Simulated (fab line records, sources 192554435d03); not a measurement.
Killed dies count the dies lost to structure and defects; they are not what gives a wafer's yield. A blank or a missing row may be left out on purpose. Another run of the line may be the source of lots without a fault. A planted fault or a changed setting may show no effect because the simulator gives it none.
Chamber matching :: flow n5Finfet :: N5_BEOL_M3_ETCH_77 on rieDiel-03: 4 sister chambers
The step etches underlayer in N2/H2, target depth 6.5 nm, time 5.2 s. 18 wafers are shown with their chamber, then 9 later ones without.

== WAFERS, EACH WITH ITS CHAMBER ==
wafer: L077.1
chamber: 0
showerheadPlenumPTorr (Torr): 2.42
drypumpMotorCurrentA (A): 5.77
throttleValvePct (%): 17.80

wafer: L077.2
chamber: 2
showerheadPlenumPTorr (Torr): 2.59
drypumpMotorCurrentA (A): 6.06
throttleValvePct (%): 17.92

wafer: L077.5
chamber: 1
showerheadPlenumPTorr (Torr): 2.52
drypumpMotorCurrentA (A): 5.52
throttleValvePct (%): 18.15

wafer: L076.2
chamber: 3
showerheadPlenumPTorr (Torr): 2.63
drypumpMotorCurrentA (A): 5.84
throttleValvePct (%): 17.79

wafer: L076.5
chamber: 2
showerheadPlenumPTorr (Torr): 2.59
drypumpMotorCurrentA (A): 6.07
throttleValvePct (%): 17.90

wafer: L076.6
chamber: 1
showerheadPlenumPTorr (Torr): 2.52
drypumpMotorCurrentA (A): 5.48
throttleValvePct (%): 18.13

wafer: L078.1
chamber: 2
showerheadPlenumPTorr (Torr): 2.58
drypumpMotorCurrentA (A): 6.05
throttleValvePct (%): 17.95

wafer: L078.2
chamber: 3
showerheadPlenumPTorr (Torr): 2.63
drypumpMotorCurrentA (A): 5.84
throttleValvePct (%): 17.79

wafer: L078.6
chamber: 1
showerheadPlenumPTorr (Torr): 2.52
drypumpMotorCurrentA (A): 5.48
throttleValvePct (%): 18.15

wafer: L082.1
chamber: 2
showerheadPlenumPTorr (Torr): 2.58
drypumpMotorCurrentA (A): 6.05
throttleValvePct (%): 17.91

wafer: L082.2
chamber: 3
showerheadPlenumPTorr (Torr): 2.62
drypumpMotorCurrentA (A): 5.82
throttleValvePct (%): 17.80

wafer: L082.6
chamber: 3
showerheadPlenumPTorr (Torr): 2.62
drypumpMotorCurrentA (A): 5.80
throttleValvePct (%): 17.80

wafer: L083.3
chamber: 2
showerheadPlenumPTorr (Torr): 2.58
drypumpMotorCurrentA (A): 6.06
throttleValvePct (%): 17.96

wafer: L083.5
chamber: 3
showerheadPlenumPTorr (Torr): 2.62
drypumpMotorCurrentA (A): 5.83
throttleValvePct (%): 17.79

wafer: L083.6
chamber: 0
showerheadPlenumPTorr (Torr): 2.42
drypumpMotorCurrentA (A): 5.75
throttleValvePct (%): 17.82

wafer: L085.1
chamber: 2
showerheadPlenumPTorr (Torr): 2.58
drypumpMotorCurrentA (A): 6.03
throttleValvePct (%): 17.94

wafer: L085.3
chamber: 1
showerheadPlenumPTorr (Torr): 2.51
drypumpMotorCurrentA (A): 5.48
throttleValvePct (%): 18.19

wafer: L085.6
chamber: 1
showerheadPlenumPTorr (Torr): 2.51
drypumpMotorCurrentA (A): 5.48
throttleValvePct (%): 18.16

SIGNATURES, as means of the wafers listed above
reading: showerheadPlenumPTorr
chamber 0: 2.4200
chamber 1: 2.5160
chamber 2: 2.5833
chamber 3: 2.6240
scatter within a chamber: 0.00516

reading: drypumpMotorCurrentA
chamber 0: 5.7600
chamber 1: 5.4880
chamber 2: 6.0533
chamber 3: 5.8260
scatter within a chamber: 0.0159

reading: throttleValvePct
chamber 0: 17.8100
chamber 1: 18.1560
chamber 2: 17.9300
chamber 3: 17.7940
scatter within a chamber: 0.019
Rule: a wafer's distance from a chamber is the root of the sum, over the readings, of the square of ((its reading less the chamber's mean) divided by the reading's scatter). The wafer belongs to the nearest chamber; if the next one is less than 2 further off, it can't be placed. The scatter: the root of (the sum of the squares of (reading less its chamber's mean) over the shown wafers, divided by (wafers less chambers)).

== WAFERS MISSING THEIR CHAMBER ==
wafer: L084.2
showerheadPlenumPTorr (Torr): 2.62
drypumpMotorCurrentA (A): 5.86
throttleValvePct (%): 17.79

wafer: L084.3
showerheadPlenumPTorr (Torr): 2.58
drypumpMotorCurrentA (A): 6.05
throttleValvePct (%): 17.92

wafer: L084.6
showerheadPlenumPTorr (Torr): 2.62
drypumpMotorCurrentA (A): 5.87
throttleValvePct (%): 17.79

wafer: L088.1
showerheadPlenumPTorr (Torr): 2.62
drypumpMotorCurrentA (A): 5.81
throttleValvePct (%): 17.81

wafer: L088.3
showerheadPlenumPTorr (Torr): 2.42
drypumpMotorCurrentA (A): 5.74
throttleValvePct (%): 17.83

wafer: L088.6
showerheadPlenumPTorr (Torr): 2.62
drypumpMotorCurrentA (A): 5.83
throttleValvePct (%): 17.82

wafer: L097.1
showerheadPlenumPTorr (Torr): 2.41
drypumpMotorCurrentA (A): 5.79
throttleValvePct (%): 17.87

wafer: L097.2
showerheadPlenumPTorr (Torr): 2.57
drypumpMotorCurrentA (A): 6.07
throttleValvePct (%): 17.98

wafer: L097.6
showerheadPlenumPTorr (Torr): 2.57
drypumpMotorCurrentA (A): 6.06
throttleValvePct (%): 17.98

== THE CHAMBER EACH PASSED THROUGH ==
wafer: L084.2
from the rows above: 3
in truth: 3

wafer: L084.3
from the rows above: 2
in truth: 2

wafer: L084.6
from the rows above: 3
in truth: 3

wafer: L088.1
from the rows above: 3
in truth: 3

wafer: L088.3
from the rows above: 0
in truth: 0

wafer: L088.6
from the rows above: 3
in truth: 3

wafer: L097.1
from the rows above: 0
in truth: 0

wafer: L097.2
from the rows above: 2
in truth: 2

wafer: L097.6
from the rows above: 2
in truth: 2
9 of 9 placed correctly. Can't be placed from these rows: 0. Wrongly placed: 0.
